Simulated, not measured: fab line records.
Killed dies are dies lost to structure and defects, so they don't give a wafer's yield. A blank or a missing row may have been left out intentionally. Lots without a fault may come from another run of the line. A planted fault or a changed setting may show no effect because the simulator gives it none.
Comparing a struck lot with a sound one	flow n5Finfet	37 out of 1938 route steps
Sound: these wafers, L877.1, L877.2, L877.4. Wafers L889.2, L889.4, L889.5 were the ones struck. Last of all comes the cause.
Order at every step that has rows: each side's tool, ch and its chambers, its first start. Under that, the readings that differ: sound wafers	struck wafers	difference of the means	sigmas: that difference in standard deviations of wafers without a fault.
alike: readings with means less than 2 such deviations apart, plus words and numbers identical on both sides. not compared: withheld readings, readings lacking a value on some wafer, bounds such as >300 that could conceal the same value, and numbers that have no deviation in the record and whose values overlap.
The two part at a step that has a row with sigmas, a row that says differs or no value, or rows on one side only. Numbers that don't overlap but have no deviation are shown without sigmas and don't part them. A reading missing from all wafers of one side parts the sides only when that side holds two or more wafers.

first, 12 steps without rows for these wafers: N5_SD_EPI_P_STRIP_38 (strips in N2/H2); N5_SD_EPI_P_ETCHBACK_46 (etches SiNx in CH3F/O2, stops on SiO2, target depth 17.5 nm); N5_SD_EPI_P_ETCH_47 (etches SiOCN in CH3F/O2, target depth 25 nm); N5_SD_EPI_P_ETCH_16 (etches SiO2 in CHF3/O2, target depth 5 nm); N5_SD_EPI_P_STRIP_50 (strips in CHF3/O2); N5_SD_EPI_P_SD_RECESS_17 (chemistry HBr/Cl2/O2, target depth 39.1 nm, bt time 3 s); N5_SD_EPI_P_WET_ETCH_45 (etches SiO2 in dHF, time 10.7 s, target depth 2 nm, rinse time 30 s); N5_SD_EPI_P_STRIP_40 (strips in N2/H2); N5_SD_EPI_P_PRECLEAN_52 (cleans in O3/DIW, time 60 s); N5_SD_EPI_P_SRD_20 (time 30 s); N5_SD_EPI_P_PRECLEAN_51 (cleans in NF3:NH3, afs cycles 1, time 20 s, sublimation time 60 s); N5_SD_EPI_P_VAPOR_ETCH_44 (etches SiGe30 in NF3/Ar, time 3.3 s).
N5_SD_EPI_P_EPI_21: deposits SiGe:B, time 355 s.
  sound on epiRpcvd-02 ch 0, day 3 19:46; struck on epiRpcvd-02 ch 0, day 6 22:21
reading	sound	struck	difference	sigmas
epiGrowthTimeS (s)	355 355 355	408.18 408.18 408.18	+53.18	
model.SiGe-B_of_SD_EPI_P_EPI_21.thkNm (nm)	59.8 59.6 61.4	67.8 67.8 68.2	+7.7	
N5_SD_EPI_P_EPI_MEAS_23:
  sound on filmMetro-01 at day 3 21:59; struck on filmMetro-01 at day 7 00:13
reading	sound	struck	difference	sigmas
thkNm (nm)	59.1 59.5 61.9	66.7 66.9 69.7	+7.6	+6
then, 8 steps without rows for these wafers: N5_SD_EPI_P_HM_STRIP_48 (strips SiNx in H3PO4, material SiNx, target depth 3 nm); N5_SD_EPI_P_SRD_49 (time 30 s); N5_SD_EPI_P_PRECLEAN_24 (cleans in O3/DIW, time 45 s); N5_SD_EPI_P_PRECLEAN_32 (cleans in dHF, time 10 s); N5_SD_EPI_P_PRECLEAN_33 (cleans in SC2, time 45 s); N5_SD_EPI_P_SRD_25 (time 30 s); N5_SD_ACTIVATION_RTA_00 (time 0 s); N5_SD_ACTIVATION_LSA_01 (time 0.0008 s).
N5_SD_ACTIVATION_RS_MEAS_03: uses a four-point probe to measure.
  sound on filmMetro-02 at day 3 22:37; struck on filmMetro-01 at day 7 01:00
reading	sound	struck	difference	sigmas
RS_SD_P (ohm/sq)	57.0 57.2 55.4	49.2 49.7 48.9	-7.3	-8
  alike: RS_SD_N
then, 12 steps without rows for these wafers: N5_ILD0_LINER_00 (material SiNx, target thk 4 nm, pulse time 1 s, purge time 2 s); N5_ILD0_FCVD_FILL_01 (material SiO2 flowable, target thk 200 nm, time 328.3 s); N5_ILD0_CURE_02 (time 1800 s); N5_ILD0_CMP_03 (polishes, stops on SiNx, t overpolish 1.9 s, target thk 197.38 nm); N5_ILD0_CMP_07 (polishes SiO2 flowable, stops on poly-Si, t overpolish 1.18 s, target thk 138.88 nm); N5_ILD0_PRECLEAN_10 (cleans in NF3:NH3, afs cycles 5, time 20 s, sublimation time 60 s); N5_ILD0_ALD_15 (deposits SiNx, target thk 24 nm, pulse time 1 s, ald cycles 480); N5_ILD0_CMP_12 (polishes SiNx, stops on poly-Si, t overpolish 6 s, target thk 17.67 nm); N5_SDB_HM_DEP_00 (deposits SiNx from SiH4/NH3/N2, target thk 40 nm, time 35.3 s); N5_SDB_COAT_03 (time 60 s, resist thk 100 nm); N5_SDB_COAT_04 (time 60 s, resist thk 18 nm); N5_SDB_COAT_05 (resist thk 90 nm).
N5_MOL_CONTACT_COAG_ETCH_110: etches Si in CF4/O2, target depth 2.5 nm, time 8 s.
  sound on rieDiel-01 ch 0,1,3, day 5 04:35; struck on rieDiel-01 ch 0,3, day 8 06:09
reading	sound	struck	difference	sigmas
model.SiGe-B_of_SD_EPI_P_EPI_21.thkNm (nm)	57 56.8 58.4	64.6 64.6 65	+7.3	
  alike: drypumpMotorCurrentA, oesProductAu, rfVppV, showerheadPlenumPTorr, throttleValvePct
  not compared: rfHoursCounterH
N5_BEOL_M4_RC_MEAS_101:
  the record has rows for the sound wafers here (prober-02 ch 0, day 8 20:29) and none for the struck ones

WHERE THEY PART
Earliest at N5_SD_EPI_P_EPI_MEAS_23; latest, in this record, at N5_BEOL_M4_RC_MEAS_101.

WHY: the cause the simulator had injected
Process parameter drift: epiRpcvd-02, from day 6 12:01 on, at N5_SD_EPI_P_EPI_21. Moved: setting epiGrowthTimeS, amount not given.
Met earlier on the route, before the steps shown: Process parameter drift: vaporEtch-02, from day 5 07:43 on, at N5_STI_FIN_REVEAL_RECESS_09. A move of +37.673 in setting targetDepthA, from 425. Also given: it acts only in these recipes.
